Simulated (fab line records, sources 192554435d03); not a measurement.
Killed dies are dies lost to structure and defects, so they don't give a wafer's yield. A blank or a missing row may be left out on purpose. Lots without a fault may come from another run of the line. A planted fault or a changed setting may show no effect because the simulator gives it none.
Chamber matching | flow n5_finfet | N5_STI_FIN_REVEAL_ALD_00 on ald_sin-02: 4 sister chambers
The step deposits SiO2, target thk 1 nm, pulse time 1 s. 8 wafers are shown with their chamber, then 8 later ones without.

WAFERS WITH THEIR CHAMBER
wafer  | chamber | heater_power_w (W) | heater_power_outer_w (W)
L084.3 | 1       | 442                | 234
L084.6 | 1       | 426                | 235
L086.2 | 0       | 503                | 262
L086.4 | 2       | 495                | 269
L087.2 | 3       | 472                | 263
L087.5 | 3       | 466                | 264
L087.6 | 2       | 483                | 271
L093.1 | 0       | 501                | 261

WAFERS WITHOUT THEIR CHAMBER
wafer  | heater_power_w (W) | heater_power_outer_w (W)
L093.4 | 422                | 233
L093.5 | 461                | 256
L094.2 | 502                | 263
L094.3 | 501                | 273
L094.4 | 437                | 240
L096.2 | 497                | 272
L096.3 | 420                | 239
L096.6 | 464                | 254

WHICH CHAMBER EACH WENT THROUGH
wafer  | from the rows above     | in truth
L093.4 | 1                       | 1
L093.5 | can't be placed: 0 or 3 | 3
L094.2 | 0                       | 0
L094.3 | 2                       | 2
L094.4 | 1                       | 1
L096.2 | 2                       | 2
L096.3 | 1                       | 1
L096.6 | can't be placed: 0 or 3 | 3
Placed correctly: 6 of 8. Can't be placed from these rows: 2 (the true chamber is among the candidates in 2). Placed wrongly: 0.
How it was worked out, from the rows above alone: a wafer's distance from a chamber is the root of the sum, over the readings, of the square of ((its reading less the chamber's mean) divided by the reading's scatter). The wafer belongs to the nearest chamber; if the next one is less than 2 further off, it can't be placed. A chamber's mean is the mean of its shown wafers. The scatter: the root of (the sum of the squares of (reading less its chamber's mean) over the shown wafers, divided by (wafers less chambers)).
